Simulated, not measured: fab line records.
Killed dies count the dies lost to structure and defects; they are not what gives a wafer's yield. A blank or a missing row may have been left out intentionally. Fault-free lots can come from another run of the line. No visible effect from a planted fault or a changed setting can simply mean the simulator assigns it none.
fab line records	flow n5-finfet
record lots=7	wafers=39
route steps=1938 shown ZERO_LAYER@11 FIN_SAQP@138 SD_EPI_P@312 MOL_CONTACT_COAG@535 BEOL_M0_SAQP@695 BEOL_M2@918 BEOL_M3@977 BEOL_M5@1191 BEOL_M8@1392 BEOL_M11@1575 BEOL_M14@1716 MIM_TOP_ETCH@1851 PASSIVATION@1930
start-h: hours from the record's first day to the start of the lot's first wafer shown	wait-h: hours since the lot's step before	" repeats the value in the row above	L1.1+2: one row covering several wafers at once	- no value present, or no start provided	* or withheld: withheld	< > ~ a bound
route shown NAME@n: names a module that has steps shown in the file, with the first one's number in the route	usual: mean/standard deviation taken from wafers without a fault	same: alike in all rows	chamber/n: place in a boat	sites: per-site readings	_std_site: the standard deviation of these	_edge_site: inner sites' mean taken away from outer sites' mean	radius-mm: how far each site lies from the wafer's centre	mask NAME#n: copy n	behind: the tool/chamber that last shaped the wafer	hold: cause of the lot's hold/its duration in hours/its outcome	device: names the non-switching transistor (n, p or np)	end of line: tests of these same wafers at the route's end	step lacking rows: just its recipe	killed: dies that structure and defects cost at the first sort, which is not the same as the wafer's yield	map: the dies of a wafer, with x for killed, . for not killed, _ for no die there
set.NAME: the setting the step ran with; set.NAME@STEP: the setting that earlier step ran with	model.NAME: the simulator's own value behind a step, which no gauge read
lots with deliberately changed settings; one table per step, one row per wafer
## steps
# step N5_ZERO_LAYER_DEVELOP_10
# recipe develop-time-s=60	rinse-liquid=diw	dry=air-spin	dev-temp-c=21
# step N5_FIN_SAQP_SPACER2_ALD_28
# recipe material=SiO2	target-thk-a=81	temp-c=300	ald-precursor-family=BDEAS	ald-co-reactant=O2-plasma	pulse-time-s=1	purge-time-s=2	co-reactant-purge-time-s=2	pressure-torr=2
# step N5_SD_EPI_P_ETCH_16
# recipe chemistry=CHF3/O2	target=SiO2	target-depth-a=50	mask-material=SOC	pressure-mtorr=30	source-w=650	bias-w=170	Ar_flow_sccm=200	CHF3_flow_sccm=50	O2_flow_sccm=5	ion-energy-ev=200
# step N5_MOL_CONTACT_COAG_CONTACT_ETCH_14
# recipe chemistry=C4F6/O2	target=SiO2	target-depth-a=275	overetch-a=85	mask-material=SOC	pressure-mtorr=30	source-w=370	bias-w=185	Ar_flow_sccm=300	C4F6_flow_sccm=16	O2_flow_sccm=10	time-s=20	ion-energy-ev=259.6
# step N5_BEOL_M0_SAQP_CUT_ETCH_46
# recipe chemistry=N2/H2	target=SOC	target-depth-a=1350	overetch-a=270	temp-c=40	time-s=202.5	ion-energy-ev=200	mask-material=SiARC	pressure-mtorr=30	source-w=840	bias-w=150	n2-flow-sccm=200	h2-flow-sccm=200
# step N5_BEOL_M2_SPUTTER_94
# recipe material=Cu	target-thk-a=45	temp-c=-20	chamber-pressure-pa=0.07	power-w=withheld	time-s=8.29
# step N5_BEOL_M3_VIA_ETCH_34
# recipe chemistry=C4F6/O2	target-depth-a=694	mask-material=SOC	pressure-mtorr=15	ion-energy-ev=250	taper-deg=4	time-s=65.9	source-w=350	bias-w=170	Ar_flow_sccm=300	C4F6_flow_sccm=10	O2_flow_sccm=10
# step N5_BEOL_M5_DEP_56
# recipe material=SiCN	target-thk-a=80	temp-c=withheld	precursor=3MS/NH3	pressure-torr=3	rf-w=202	time-s=14
# step N5_BEOL_M8_SPUTTER_48
# recipe material=Cu	target-thk-a=100	temp-c=-20	bias-v=60	power-w=26000	chamber-pressure-pa=0.13	time-s=1.667
# step N5_BEOL_M11_VIA_ETCH_34
# recipe chemistry=C4F6/O2	target=SiCOH_lowk	target-depth-a=1845	mask-material=SOC	taper-deg=4	time-s=69.2	ion-energy-ev=250	pressure-mtorr=30	source-w=345	bias-w=185	Ar_flow_sccm=300	C4F6_flow_sccm=10	O2_flow_sccm=10
# step N5_BEOL_M14_ILD_DEP_00
# recipe material=SiO2	target-thk-a=11193	temp-c=400	precursor=TEOS/O2	pressure-torr=6.5	rf-w=900	teos-flow-sccm=161.4	gas=O2	flow-sccm=2650	time-s=237.4
# step N5_MIM_TOP_ETCH_ETCH_00
# recipe chemistry=Cl2/BCl3	target=TiN	target-depth-a=385	ion-energy-ev=150	pressure-mtorr=10	icp-w=1000	bias-w=126	Cl2_flow_sccm=53.25	bcl3-flow-sccm=21.75	Ar_flow_sccm=25
# step N5_PASSIVATION_ETCH_54
# recipe chemistry=CHF3/O2	target=SiO2	target-depth-a=8800	CHF3_flow_sccm=50	O2_flow_sccm=5	Ar_flow_sccm=200	time-s=440	mask-material=PR	pressure-mtorr=30	source-w=650	bias-w=170	ion-energy-ev=200
# step N5_PASSIVATION_PROBE_49
# usual killed_at_M4_up=14/5.2	killed-at-contacts=13/7.3
lot.wafer	tool	chamber	start-h	wait-h	set.develop-time-s@ZERO_LAYER_DEVELOP_10	set.target-thk-a@FIN_SAQP_SPACER2_ALD_28	set.target-depth-a@SD_EPI_P_ETCH_16	set.time-s@MOL_CONTACT_COAG_CONTACT_ETCH_14	set.target-depth-a@BEOL_M0_SAQP_CUT_ETCH_46	set.time-s@BEOL_M2_SPUTTER_94	set.time-s@BEOL_M3_VIA_ETCH_34	set.target-thk-a@BEOL_M5_DEP_56	set.time-s@BEOL_M8_SPUTTER_48	set.time-s@BEOL_M11_VIA_ETCH_34	set.time-s@BEOL_M14_ILD_DEP_00	set.target-depth-a@MIM_TOP_ETCH_ETCH_00	set.time-s@PASSIVATION_ETCH_54	killed_at_M4_up	killed-at-contacts
L079.2	prober-02	-	303.45	0.1	60	81	50	20	1350	8.29	65.9	80	1.667	69.2	237.4	385	440	9	29
L079.4	prober-02	-	303.55	0.2	60	81	50	20	1350	8.29	65.9	80	1.667	69.2	237.4	385	440	11	17
L079.6	prober-02	-	303.65	0.3	60	81	50	20	1350	8.29	65.9	80	1.667	69.2	237.4	385	440	14	14
L082.1	prober-02	-	325.37	0.0	82.5	81	50	29.77	1350	8.29	65.9	80	1.008	88.88	315.9	511	440	46	12
L082.2	prober-02	-	325.42	0.1	82.5	81	21.22	20	1350	11.76	65.9	80	1.667	69.2	315.9	511	289.7	11	16
L082.3	prober-02	-	325.47	0.1	60	81	50	29.77	1350	11.76	65.9	80	1.667	69.2	237.4	385	440	22	26
L082.4	prober-02	-	325.52	0.2	82.5	121.9	21.22	29.77	1350	8.29	65.9	80	1.667	88.88	315.9	385	289.7	11	12
L082.5	prober-02	-	325.57	0.2	60	121.9	21.22	20	1350	8.29	65.9	80	1.008	69.2	237.4	385	440	69	13
L082.6	prober-02	-	325.62	0.3	60	121.9	50	20	1350	11.76	65.9	80	1.008	88.88	237.4	511	289.7	50	11
L084.1	prober-01	-	338.34	0.0	82.69	96.45	31.91	20	1350	5.947	47.5	80	1.328	69.2	159.2	385	316.2	24	16
L084.2	prober-01	-	338.39	0.1	82.69	96.45	50	20	1350	8.29	65.9	33.28	1.667	40.86	159.2	385	316.2	1084	11
L084.3	prober-01	-	338.44	0.1	82.69	81	50	20	1350	5.947	65.9	80	1.667	40.86	159.2	184.1	440	1098	1
L084.4	prober-01	-	338.49	0.2	60	96.45	31.91	20	1350	8.29	65.9	80	1.328	69.2	237.4	184.1	440	17	6
L084.5	prober-01	-	338.54	0.2	60	81	50	20	1350	8.29	47.5	33.28	1.328	40.86	237.4	385	440	1066	18
L084.6	prober-01	-	338.59	0.3	60	81	31.91	20	1350	5.947	47.5	33.28	1.667	69.2	237.4	184.1	316.2	29	10
L089.1	prober-02	-	361.42	0.0	60	81	60.04	27.93	852	8.29	98.29	80	1.667	69.2	237.4	528.8	677.3	16	12
L089.2	prober-02	-	361.47	0.1	38.97	110.3	50	27.93	1350	8.29	98.29	114.2	1.667	28.3	237.4	528.8	677.3	1109	8
L089.3	prober-02	-	361.52	0.1	60	81	50	27.93	1350	11.67	65.9	80	1.667	28.3	237.4	385	440	1081	13
L089.4	prober-02	-	361.57	0.2	60	110.3	60.04	20	852	8.29	65.9	80	1.667	28.3	95.09	528.8	440	1057	10
L089.5	prober-02	-	361.62	0.2	38.97	81	50	20	852	11.67	98.29	114.2	1.667	69.2	95.09	385	440	11	2
L089.6	prober-02	-	361.67	0.3	38.97	110.3	60.04	20	1350	11.67	65.9	114.2	1.667	69.2	95.09	385	677.3	1085	18
L090.1	prober-02	-	376.57	0.0	50.65	81	50	12.73	1350	7.006	65.9	80	1.667	69.2	237.4	181	615.1	25	1062
L090.2	prober-02	-	376.62	0.1	60	81	50	20	1350	8.29	55.54	80	1.667	69.2	158.1	181	440	14	18
L090.3	prober-02	-	376.67	0.1	60	81	72.88	20	1095	7.006	55.54	80	1.667	69.2	237.4	385	440	6	14
L090.4	prober-02	-	376.72	0.2	60	81	50	12.73	1095	8.29	65.9	80	1.667	69.2	237.4	181	615.1	20	1060
L090.5	prober-02	-	376.77	0.2	50.65	81	72.88	20	1350	7.006	65.9	80	1.667	69.2	158.1	385	440	21	19
L090.6	prober-02	-	376.82	0.3	50.65	81	72.88	12.73	1095	8.29	55.54	80	1.667	69.2	158.1	385	615.1	14	1079
L096.1	prober-01	-	417.87	0.0	60	81	61.99	20	1350	3.883	65.9	80	1.667	69.2	237.4	239.5	440	10	7
L096.2	prober-01	-	417.92	0.1	60	104.5	61.99	10.21	1350	8.29	65.9	107.6	1.667	69.2	237.4	239.5	440	13	1091
L096.3	prober-01	-	417.97	0.1	60	81	61.99	20	1350	8.29	65.9	107.6	1.667	69.2	122.1	239.5	523.4	30	11
L096.4	prober-01	-	418.02	0.2	60	104.5	50	10.21	1350	8.29	65.9	80	1.667	69.2	237.4	385	523.4	11	1095
L096.5	prober-01	-	418.07	0.2	60	81	50	10.21	1350	3.883	65.9	107.6	1.667	69.2	122.1	385	523.4	11	1079
L096.6	prober-01	-	418.12	0.3	60	104.5	50	20	1350	3.883	65.9	80	1.667	69.2	122.1	385	440	109	15
L097.1	prober-02	-	429.93	0.0	60	81	74.11	20	1722	8.29	97.84	80	1.667	96.15	187.7	385	440	6	12
L097.2	prober-02	-	429.98	0.1	60	81	74.11	20	1350	8.29	65.9	52.06	2.044	69.2	187.7	385	666	15	13
L097.3	prober-02	-	430.03	0.1	60	81	50	20	1722	3.379	65.9	52.06	2.044	96.15	237.4	469.7	666	12	19
L097.4	prober-02	-	430.08	0.2	50.14	81	50	20	1350	8.29	97.84	80	2.044	69.2	237.4	469.7	440	12	22
L097.5	prober-02	-	430.13	0.2	50.14	81	50	20	1722	3.379	97.84	52.06	1.667	69.2	237.4	385	440	14	36
L097.6	prober-02	-	430.18	0.3	50.14	81	74.11	20	1350	3.379	65.9	80	1.667	96.15	187.7	469.7	666	17	42
# killed by level:class
L079.2 MOL_CONTACT_COAG:geometric-particle:open=26 FIN_SAQP:geometric-particle:open=5 GATE_CUT:geometric-particle:short=5 STI_FIN_REVEAL:geometric-particle:open=4 BEOL_M4:geometric-particle:open=4 BEOL_M3:geometric-particle:short=4 GATE_CUT:geometric-particle:open=3 MOL_CONTACT_COAG:geometric-particle:short=3
L079.4 STI_FIN_REVEAL:geometric-particle:open=18 FIN_SAQP:geometric-particle:open=14 BEOL_M0:geometric-particle:open=14 MOL_CONTACT_COAG:geometric-particle:open=11 BEOL_M2:geometric-particle:open=7 MOL_CONTACT_COAG:geometric-particle:short=6 MIM_TOP:geometric-particle:short=6 FIN_SAQP:geometric-particle:short=5
L079.6 MOL_CONTACT_COAG:geometric-particle:open=13 FIN_SAQP:geometric-particle:short=8 FIN_SAQP:geometric-particle:open=6 STI_FIN_REVEAL:geometric-particle:open=5 BEOL_M0_SAQP:geometric-particle:open=5 BEOL_M0_SAQP:geometric-particle:short=4 GATE_CUT:geometric-particle:short=3 BEOL_M3:geometric-particle:open=3
L082.1 BEOL_M8:interface-void-opened=39 BEOL_M1:geometric-particle:open=15 MOL_CONTACT_COAG:geometric-particle:open=10 BEOL_M2:geometric-particle:short=9 FIN_SAQP:geometric-particle:short=8 BEOL_M3:geometric-particle:open=8 BEOL_M2:geometric-particle:open=7 FIN_SAQP:geometric-particle:open=6
L082.2 PASSIVATION:area-etch=1078 FIN_SAQP:geometric-particle:short=17 MOL_CONTACT_COAG:geometric-particle:open=12 BEOL_M0_SAQP:geometric-particle:open=12 BEOL_M0_SAQP:geometric-particle:short=9 FIN_SAQP:geometric-particle:open=7 BEOL_M1:geometric-particle:open=6 BEOL_M4:geometric-particle:open=6
L082.3 MOL_CONTACT_COAG:geometric-particle:open=19 FIN_SAQP:geometric-particle:short=13 BEOL_M1:geometric-particle:open=13 BEOL_M4:geometric-particle:open=10 BEOL_M0_SAQP:geometric-particle:short=9 BEOL_M0_SAQP:geometric-particle:open=8 BEOL_M3:geometric-particle:open=8 MOL_CONTACT_COAG:geometric-particle:short=7
L082.4 PASSIVATION:area-etch=1045 BEOL_M1:geometric-particle:open=14 BEOL_M0_SAQP:geometric-particle:open=12 BEOL_M0_SAQP:geometric-particle:short=10 BEOL_M2:geometric-particle:open=10 FIN_SAQP:geometric-particle:short=8 MOL_CONTACT_COAG:geometric-particle:open=8 BEOL_M3:geometric-particle:open=8
L082.5 BEOL_M8:interface-void-opened=51 BEOL_M3:geometric-particle:open=17 FIN_SAQP:geometric-particle:open=10 MOL_CONTACT_COAG:geometric-particle:open=10 BEOL_M1:geometric-particle:open=9 BEOL_M0_SAQP:geometric-particle:open=8 BEOL_M2:geometric-particle:open=7 BEOL_M4:geometric-particle:open=7
L082.6 PASSIVATION:area-etch=1025 BEOL_M8:interface-void-opened=42 FIN_SAQP:geometric-particle:short=14 BEOL_M0_SAQP:geometric-particle:short=11 FIN_SAQP:geometric-particle:open=10 BEOL_M3:geometric-particle:open=10 MOL_CONTACT_COAG:geometric-particle:open=8 BEOL_M0_SAQP:geometric-particle:open=6
L084.1 PASSIVATION:area-etch=1055 FIN_SAQP:geometric-particle:open=13 MOL_CONTACT_COAG:geometric-particle:open=13 BEOL_M2:geometric-particle:short=9 BEOL_M5:geometric-particle:open=8 BEOL_M0_SAQP:geometric-particle:open=8 BEOL_M2:geometric-particle:open=8 BEOL_M1:geometric-particle:open=7
L084.2 BEOL_M11:area-etch=1071 FIN_SAQP:geometric-particle:open=12 MOL_CONTACT_COAG:geometric-particle:open=9 BEOL_M3:geometric-particle:open=8 FIN_SAQP:geometric-particle:short=6 BEOL_M0_SAQP:geometric-particle:open=6 BEOL_M0_SAQP:geometric-particle:short=6 BEOL_M3:geometric-particle:short=6
L084.3 BEOL_M11:area-etch=1079 FIN_SAQP:geometric-particle:open=12 STI_FIN_REVEAL:geometric-particle:open=10 BEOL_M4:geometric-particle:open=9 FIN_SAQP:geometric-particle:short=8 BEOL_M1:geometric-particle:open=8 BEOL_M2:geometric-particle:open=8 STARTING-WAFER:geometric-particle:short=6
L084.4 MIM_TOP_ETCH:area-etch=1042 FIN_SAQP:geometric-particle:open=20 FIN_SAQP:geometric-particle:short=16 STI_FIN_REVEAL:geometric-particle:open=16 BEOL_M2:geometric-particle:open=13 BEOL_M3:geometric-particle:open=7 BEOL_M1:geometric-particle:open=6 BEOL_M0_SAQP:geometric-particle:open=5
L084.5 BEOL_M11:area-etch=1040 FIN_SAQP:geometric-particle:open=22 FIN_SAQP:geometric-particle:short=15 BEOL_M4:geometric-particle:open=14 MOL_CONTACT_COAG:geometric-particle:open=14 BEOL_M2:geometric-particle:open=9 BEOL_M3:geometric-particle:open=9 BEOL_M0_SAQP:geometric-particle:short=8
L084.6 MIM_TOP_ETCH:area-etch=1058 BEOL_M4:geometric-particle:open=16 FIN_SAQP:geometric-particle:short=10 STI_FIN_REVEAL:geometric-particle:open=9 BEOL_M0_SAQP:geometric-particle:open=8 BEOL_M1:geometric-particle:open=8 FIN_SAQP:geometric-particle:open=6 MOL_CONTACT_COAG:geometric-particle:open=6
L089.1 BEOL_M0_SAQP:area-etch=1051 FIN_SAQP:geometric-particle:short=16 BEOL_M0_SAQP:geometric-particle:short=11 MOL_CONTACT_COAG:geometric-particle:open=10 BEOL_M0_SAQP:geometric-particle:open=9 STI_FIN_REVEAL:geometric-particle:open=9 BEOL_M4:geometric-particle:open=9 DUMMY_GATE:geometric-particle:open=5
L089.2 BEOL_M11:area-etch=1099 BEOL_M2:geometric-particle:open=15 FIN_SAQP:geometric-particle:short=6 STI_FIN_REVEAL:geometric-particle:open=6 MOL_CONTACT_COAG:geometric-particle:open=6 FIN_SAQP:geometric-particle:open=5 BEOL_M3:geometric-particle:open=5 STARTING-WAFER:geometric-particle:open=4
L089.3 BEOL_M11:area-etch=1067 MOL_CONTACT_COAG:geometric-particle:open=11 FIN_SAQP:geometric-particle:short=10 FIN_SAQP:geometric-particle:open=10 STI_FIN_REVEAL:geometric-particle:open=10 BEOL_M3:geometric-particle:open=9 BEOL_M0_SAQP:geometric-particle:short=7 BEOL_M2:geometric-particle:open=6
L089.4 BEOL_M11:area-etch=1044 FIN_SAQP:geometric-particle:open=13 BEOL_M0_SAQP:geometric-particle:open=13 BEOL_M0_SAQP:geometric-particle:short=13 STI_FIN_REVEAL:geometric-particle:open=11 FIN_SAQP:geometric-particle:short=10 DUMMY_GATE:geometric-particle:open=10 MOL_CONTACT_COAG:geometric-particle:open=9
L089.5 BEOL_M0_SAQP:area-etch=1102 FIN_SAQP:geometric-particle:short=9 BEOL_M2:geometric-particle:open=8 BEOL_M0_SAQP:geometric-particle:short=7 STI_FIN_REVEAL:geometric-particle:open=6 BEOL_M0_SAQP:geometric-particle:open=6 BEOL_M4:geometric-particle:open=6 STARTING-WAFER:geometric-particle:short=4
L089.6 BEOL_M14:area-dep=1070 STI_FIN_REVEAL:geometric-particle:open=13 MOL_CONTACT_COAG:geometric-particle:open=13 BEOL_M0_SAQP:geometric-particle:open=10 FIN_SAQP:geometric-particle:open=9 BEOL_M4:geometric-particle:open=8 FIN_SAQP:geometric-particle:short=6 BEOL_M0_SAQP:geometric-particle:short=6
L090.1 MOL_CONTACT_COAG:area-etch=1051 BEOL_M4:geometric-particle:open=22 BEOL_M0_SAQP:geometric-particle:short=12 BEOL_M1:geometric-particle:open=11 STI_FIN_REVEAL:geometric-particle:open=10 BEOL_M0_SAQP:geometric-particle:open=9 MOL_CONTACT_COAG:geometric-particle:open=7 DUMMY_GATE:geometric-particle:open=5
L090.2 MIM_TOP_ETCH:area-etch=1074 MOL_CONTACT_COAG:geometric-particle:open=12 BEOL_M4:geometric-particle:open=12 BEOL_M0_SAQP:geometric-particle:open=10 BEOL_M1:geometric-particle:open=9 FIN_SAQP:geometric-particle:open=8 MOL_CONTACT_COAG:geometric-particle:short=6 BEOL_M0_SAQP:geometric-particle:short=6
L090.3 BEOL_M1:geometric-particle:open=18 BEOL_M0_SAQP:geometric-particle:open=9 MOL_CONTACT_COAG:geometric-particle:open=8 BEOL_M2:geometric-particle:open=8 BEOL_M0_SAQP:geometric-particle:short=7 DUMMY_GATE:geometric-particle:open=6 GATE_CUT:geometric-particle:short=5 MOL_CONTACT_COAG:geometric-particle:short=5
L090.4 MOL_CONTACT_COAG:area-etch=1045 BEOL_M0_SAQP:geometric-particle:short=18 STI_FIN_REVEAL:geometric-particle:open=17 BEOL_M0_SAQP:geometric-particle:open=14 MOL_CONTACT_COAG:geometric-particle:open=13 BEOL_M4:geometric-particle:open=8 FIN_SAQP:geometric-particle:short=7 FIN_SAQP:geometric-particle:open=7
L090.5 MOL_CONTACT_COAG:geometric-particle:open=17 BEOL_M0_SAQP:geometric-particle:short=16 BEOL_M4:geometric-particle:open=14 BEOL_M0_SAQP:geometric-particle:open=7 BEOL_M1:geometric-particle:open=6 BEOL_M1:geometric-particle:short=4 BEOL_M3:geometric-particle:short=4 BEOL_M3:geometric-particle:open=4
L090.6 MOL_CONTACT_COAG:area-etch=1065 BEOL_M0_SAQP:geometric-particle:open=15 BEOL_M0_SAQP:geometric-particle:short=14 MOL_CONTACT_COAG:geometric-particle:open=10 BEOL_M2:geometric-particle:open=9 FIN_SAQP:geometric-particle:open=8 BEOL_M1:geometric-particle:open=6 BEOL_M4:geometric-particle:open=6
L096.1 MIM_TOP_ETCH:area-etch=1085 FIN_SAQP:geometric-particle:open=17 FIN_SAQP:geometric-particle:short=13 BEOL_M0_SAQP:geometric-particle:short=6 MOL_CONTACT_COAG:geometric-particle:open=6 BEOL_M2:geometric-particle:open=5 BEOL_M4:geometric-particle:open=5 GATE_CUT:geometric-particle:short=4
L096.2 MOL_CONTACT_COAG:area-etch=1089 FIN_SAQP:geometric-particle:open=19 BEOL_M2:geometric-particle:open=9 FIN_SAQP:geometric-particle:short=8 STI_FIN_REVEAL:geometric-particle:open=5 DUMMY_GATE:geometric-particle:open=5 PASS1_CAP:geometric-particle:open=5 GATE_CUT:geometric-particle:short=4
L096.3 MIM_TOP_ETCH:area-etch=1034 FIN_SAQP:geometric-particle:short=23 BEOL_M14:area-dep=20 BEOL_M2:geometric-particle:open=13 FIN_SAQP:geometric-particle:open=13 MOL_CONTACT_COAG:geometric-particle:open=10 BEOL_M3:geometric-particle:open=8 STI_FIN_REVEAL:geometric-particle:open=6
L096.4 MOL_CONTACT_COAG:area-etch=1089 FIN_SAQP:geometric-particle:short=10 BEOL_M2:geometric-particle:open=7 BEOL_M0:geometric-particle:open=6 FIN_SAQP:geometric-particle:open=5 MOL_CONTACT_COAG:geometric-particle:open=5 BEOL_M0_SAQP:geometric-particle:short=5 BEOL_M0_SAQP:geometric-particle:open=4
L096.5 MOL_CONTACT_COAG:area-etch=1057 FIN_SAQP:geometric-particle:open=17 MOL_CONTACT_COAG:geometric-particle:open=15 FIN_SAQP:geometric-particle:short=13 STI_FIN_REVEAL:geometric-particle:open=9 BEOL_M0_SAQP:geometric-particle:open=8 BEOL_M2:geometric-particle:open=8 MOL_CONTACT_COAG:geometric-particle:short=7
L096.6 BEOL_M14:area-dep=91 BEOL_M2:geometric-particle:open=16 FIN_SAQP:geometric-particle:short=14 MOL_CONTACT_COAG:geometric-particle:open=13 FIN_SAQP:geometric-particle:open=12 BEOL_M4:geometric-particle:open=7 BEOL_M0_SAQP:geometric-particle:short=7 GATE_CUT:geometric-particle:short=5
L097.1 STI_FIN_REVEAL:geometric-particle:open=16 BEOL_M0_SAQP:geometric-particle:open=11 BEOL_M0_SAQP:geometric-particle:short=11 MOL_CONTACT_COAG:geometric-particle:open=10 FIN_SAQP:geometric-particle:open=9 BEOL_M3:geometric-particle:open=5 STARTING-WAFER:geometric-particle:open=4 FIN_SAQP:geometric-particle:short=3
L097.2 STI_FIN_REVEAL:geometric-particle:open=15 MOL_CONTACT_COAG:geometric-particle:open=9 BEOL_M0_SAQP:geometric-particle:short=9 BEOL_M0_SAQP:geometric-particle:open=9 BEOL_M1:geometric-particle:open=6 DUMMY_GATE:geometric-particle:open=5 BEOL_M3:geometric-particle:open=5 FIN_SAQP:geometric-particle:open=4
L097.3 BEOL_M0_SAQP:geometric-particle:open=17 FIN_SAQP:geometric-particle:open=13 MOL_CONTACT_COAG:geometric-particle:open=12 BEOL_M0_SAQP:geometric-particle:short=9 BEOL_M2:geometric-particle:open=8 STI_FIN_REVEAL:geometric-particle:open=7 BEOL_M1:geometric-particle:open=7 MOL_CONTACT_COAG:geometric-particle:short=7
L097.4 MOL_CONTACT_COAG:geometric-particle:open=21 FIN_SAQP:geometric-particle:open=10 STI_FIN_REVEAL:geometric-particle:open=10 BEOL_M0_SAQP:geometric-particle:short=9 BEOL_M0:geometric-particle:open=7 BEOL_M0_SAQP:geometric-particle:open=4 STARTING-WAFER:geometric-particle:short=4 FIN_SAQP:geometric-particle:short=3
L097.5 MOL_CONTACT_COAG:geometric-particle:open=31 BEOL_M0_SAQP:geometric-particle:open=11 STI_FIN_REVEAL:geometric-particle:open=10 FIN_SAQP:geometric-particle:open=8 BEOL_M0_SAQP:geometric-particle:short=7 STI_FIN_REVEAL:geometric-particle:short=7 MOL_CONTACT_COAG:geometric-particle:short=5 BEOL_M1:geometric-particle:open=5
L097.6 MOL_CONTACT_COAG:geometric-particle:open=38 STI_FIN_REVEAL:geometric-particle:open=13 BEOL_M0_SAQP:geometric-particle:short=11 BEOL_M0_SAQP:geometric-particle:open=8 FIN_SAQP:geometric-particle:open=6 BEOL_M2:geometric-particle:open=5 BEOL_M4:geometric-particle:open=5 FIN_SAQP:geometric-particle:short=4
## key
split step=N5_ZERO_LAYER_DEVELOP_10	setting=develop-time-s	stated-as=60
response none clear
split step=N5_FIN_SAQP_SPACER2_ALD_28	setting=target-thk-a	stated-as=81
response none clear
split step=N5_SD_EPI_P_ETCH_16	setting=target-depth-a	stated-as=50
response none clear
split step=N5_MOL_CONTACT_COAG_CONTACT_ETCH_14	setting=time-s	stated-as=20
response step=N5_PASSIVATION_PROBE_49	reading=killed-at-contacts	slope=-13.8	per=1%	together-with=all	explained=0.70
split step=N5_BEOL_M0_SAQP_CUT_ETCH_46	setting=target-depth-a	stated-as=1350
response none clear
split step=N5_BEOL_M2_SPUTTER_94	setting=time-s	stated-as=8.29
response none clear
split step=N5_BEOL_M3_VIA_ETCH_34	setting=time-s	stated-as=65.9
response none clear
split step=N5_BEOL_M5_DEP_56	setting=target-thk-a	stated-as=80
response none clear
split step=N5_BEOL_M8_SPUTTER_48	setting=time-s	stated-as=1.667
response none clear
split step=N5_BEOL_M11_VIA_ETCH_34	setting=time-s	stated-as=69.2
response step=N5_PASSIVATION_PROBE_49	reading=killed_at_M4_up	slope=-10.8	per=1%	together-with=all	explained=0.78
split step=N5_BEOL_M14_ILD_DEP_00	setting=time-s	stated-as=237.4
response none clear
split step=N5_MIM_TOP_ETCH_ETCH_00	setting=target-depth-a	stated-as=385
response none clear
split step=N5_PASSIVATION_ETCH_54	setting=time-s	stated-as=440
response none clear
